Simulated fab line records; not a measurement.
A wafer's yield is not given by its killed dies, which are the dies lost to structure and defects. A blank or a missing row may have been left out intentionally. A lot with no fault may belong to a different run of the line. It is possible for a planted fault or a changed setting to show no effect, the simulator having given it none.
Matching of chambers / flow n5 finfet / N5_MOL_CONTACT_COAG_ETCH_59 on rie diel-06 has 4 sister chambers
The step etches underlayer in N2/H2, target depth 13 nm, time 10.4 s. 4 wafers are shown with their chamber, then 8 later ones without.

WAFERS PAIRED WITH THEIR CHAMBERS
wafer=L088.2; chamber=0; drypump motor current A (A)=6.9
wafer=L088.3; chamber=2; drypump motor current A (A)=5.9
wafer=L088.5; chamber=1; drypump motor current A (A)=5.7
wafer=L090.1; chamber=3; drypump motor current A (A)=4.9

WAFERS WITH NO CHAMBER GIVEN
wafer=L090.3; drypump motor current A (A)=6.9
wafer=L090.6; drypump motor current A (A)=4.9
wafer=L092.1; drypump motor current A (A)=5.7
wafer=L092.4; drypump motor current A (A)=4.9
wafer=L092.6; drypump motor current A (A)=5.7
wafer=L096.2; drypump motor current A (A)=4.9
wafer=L096.3; drypump motor current A (A)=5.9
wafer=L096.6; drypump motor current A (A)=6.0

WHICH CHAMBER EACH ONE RAN IN
wafer=L090.3; from the rows above=0; in truth=0
wafer=L090.6; from the rows above=3; in truth=3
wafer=L092.1; from the rows above=1; in truth=1
wafer=L092.4; from the rows above=3; in truth=3
wafer=L092.6; from the rows above=1; in truth=1
wafer=L096.2; from the rows above=3; in truth=3
wafer=L096.3; from the rows above=2; in truth=2
wafer=L096.6; from the rows above=2; in truth=2
Correct placement for 8 of the 8. From these rows, 0 cannot be placed. Wrongly placed: 0.
How it was worked out, from the rows above alone: a wafer's distance from a chamber is the root of the sum, over the readings, of the square of ((its reading less the chamber's mean) divided by the reading's scatter). If the next closest chamber is less than 2 further off than the closest, the wafer can't be placed; otherwise it belongs to the closest. The mean given for a chamber averages the wafers shown for that chamber. The scatter: with one shown wafer a chamber, the root of the mean of the squares of how far each hidden wafer lies from its nearest shown one.
